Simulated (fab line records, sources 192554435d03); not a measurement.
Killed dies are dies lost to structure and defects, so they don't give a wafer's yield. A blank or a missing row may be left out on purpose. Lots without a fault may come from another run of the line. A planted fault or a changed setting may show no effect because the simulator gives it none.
Split-lot experiment | flow n5_finfet | 7 lots, 39 wafers read, on a route of 1938 steps

THE SPLIT
At N5_FIN_SAQP_HM_DEP_72 (deposits SiO2 from SiH4/N2O, target thk 12 nm, time 7.2 s), the setting target_thk_a was moved away from the recipe's 120 angstrom on 15 of the 39 wafers read, by -53.0% to +56.0%. The other wafers ran this setting at the recipe's value.

FROM THE SPLIT TO THE READING: what the file shows between them, 4 steps
- N5_FIN_SAQP_COAT_49: time 60 s, resist thk 100 nm
- N5_FIN_SAQP_COAT_50: time 60 s, resist thk 35 nm
- N5_FIN_SAQP_ETCH_52: etches SOC in N2/H2, target depth 100 nm, overetch 20 nm, time 150 s
- N5_FIN_SAQP_STRIP_53: strips in N2/H2

THE READING
etch.depth_nm (the simulator's own value, which no gauge read), in nm, at N5_FIN_SAQP_HM_OPEN_73 (chemistry CHF3/O2, target SiO2, stops on a-Si, target depth 12 nm, time 16.8 s). The file gives no usual value for it. The 24 wafers here that ran the recipe average 12.084 nm, standard deviation 0.17 nm.

wafer  | tool, chamber at the split | target_thk_a as run, angstrom | against the recipe | etch.depth_nm, nm | against lot-mates on the recipe
L074.1 | pecvd-04, 1                | 120                           | recipe             | 12.13             | -
L074.2 | pecvd-04, 2                | 187.2                         | +56.0%             | 18.51             | +6.287
L074.3 | pecvd-04, 0                | 187.2                         | +56.0%             | 18.87             | +6.647
L074.4 | pecvd-04, 1                | 120                           | recipe             | 12.18             | -
L074.5 | pecvd-04, 2                | 187.2                         | +56.0%             | 18.94             | +6.717
L074.6 | pecvd-04, 0                | 120                           | recipe             | 12.36             | -
L077.2 | pecvd-04, 0                | 120                           | recipe             | 12.2              | -
L077.6 | pecvd-04, 0                | 120                           | recipe             | 12.2              | -
L077.4 | pecvd-04, 2                | 120                           | recipe             | 11.96             | -
L080.1 | pecvd-04, 1                | 62.56                         | -47.9%             | 6.37              | -5.680
L080.2 | pecvd-04, 0                | 120                           | recipe             | 12.03             | -
L080.3 | pecvd-04, 2                | 120                           | recipe             | 11.82             | -
L080.4 | pecvd-04, 1                | 62.56                         | -47.9%             | 6.413             | -5.637
L080.5 | pecvd-04, 0                | 120                           | recipe             | 12.3              | -
L080.6 | pecvd-04, 2                | 62.56                         | -47.9%             | 6.342             | -5.708
L087.1 | pecvd-03, 0                | 120                           | recipe             | 12                | -
L087.2 | pecvd-03, 2                | 120                           | recipe             | 12.08             | -
L087.3 | pecvd-03, 1                | 168.9                         | +40.8%             | 16.96             | +4.880
L087.4 | pecvd-03, 0                | 168.9                         | +40.8%             | 17.12             | +5.040
L087.5 | pecvd-03, 2                | 168.9                         | +40.8%             | 17.3              | +5.220
L087.6 | pecvd-03, 1                | 120                           | recipe             | 12.16             | -
L090.1 | pecvd-01, 1                | 56.36                         | -53.0%             | 5.519             | -6.634
L090.2 | pecvd-01, 2                | 120                           | recipe             | 12.12             | -
L090.3 | pecvd-01, 0                | 120                           | recipe             | 12.02             | -
L090.4 | pecvd-01, 2                | 120                           | recipe             | 12.32             | -
L090.5 | pecvd-01, 0                | 56.36                         | -53.0%             | 5.916             | -6.237
L090.6 | pecvd-01, 1                | 56.36                         | -53.0%             | 5.709             | -6.444
L095.1 | pecvd-03, 0                | 120                           | recipe             | 11.79             | -
L095.2 | pecvd-03, 2                | 120                           | recipe             | 12.15             | -
L095.3 | pecvd-03, 1                | 120                           | recipe             | 11.95             | -
L095.4 | pecvd-03, 1                | 120                           | recipe             | 12.08             | -
L095.5 | pecvd-03, 0                | 120                           | recipe             | 12.01             | -
L095.6 | pecvd-03, 2                | 120                           | recipe             | 12.24             | -
L096.1 | pecvd-01, 2                | 76.58                         | -36.2%             | 7.768             | -4.202
L096.2 | pecvd-01, 0                | 120                           | recipe             | 12.08             | -
L096.3 | pecvd-01, 1                | 120                           | recipe             | 11.63             | -
L096.4 | pecvd-01, 0                | 120                           | recipe             | 12.2              | -
L096.5 | pecvd-01, 2                | 76.58                         | -36.2%             | 8.006             | -3.964
L096.6 | pecvd-01, 1                | 76.58                         | -36.2%             | 7.611             | -4.359

THE FIT
A straight line over all 39 wafers: etch.depth_nm changes by +0.12 nm for each +1% of target_thk_a; r = +1.00; the points scatter about the line by 0.17 nm.
The same after taking each lot's own level away (the mean of its wafers on the recipe; 39 wafers): +0.119 nm for each +1%; r = +1.00; scatter 0.17 nm.
On that fit, the largest move of target_thk_a shifts the reading by 6.7 nm.
The lots' own levels span 11.9700 to 12.2233 nm, that is 1.5 times the standard deviation above.
So the lot-to-lot level changes the slope little: the two slopes agree.
Check: with one of the wafers moved furthest among these (+56.0%) left out of the fit, the line predicts +6.75 nm for it against its lot-mates. It came out at +6.29 nm against them.

THE WHOLE CHAIN: every reading that the file lists as answering this split, in the file's order
step                   | what it does                                                                   | reading                                                                            | change (the file's fit)               | r (the file's)
N5_FIN_SAQP_HM_DEP_72  | deposits SiO2 from SiH4/N2O, target thk 12 nm, time 7.2 s                      | SiO2_of_FIN_SAQP_HM_DEP_72.thk_nm (the simulator's own value, which no gauge read) | +0.119 nm for each +1% of the setting | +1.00
N5_FIN_SAQP_HM_OPEN_73 | chemistry CHF3/O2, target SiO2, stops on a-Si, target depth 12 nm, time 16.8 s | etch.depth_nm (the simulator's own value, which no gauge read)                     | +0.119 nm for each +1% of the setting | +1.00

THE FILE'S OWN FIT
etch.depth_nm changes by +0.119 nm for each +1% of target_thk_a, r = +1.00.
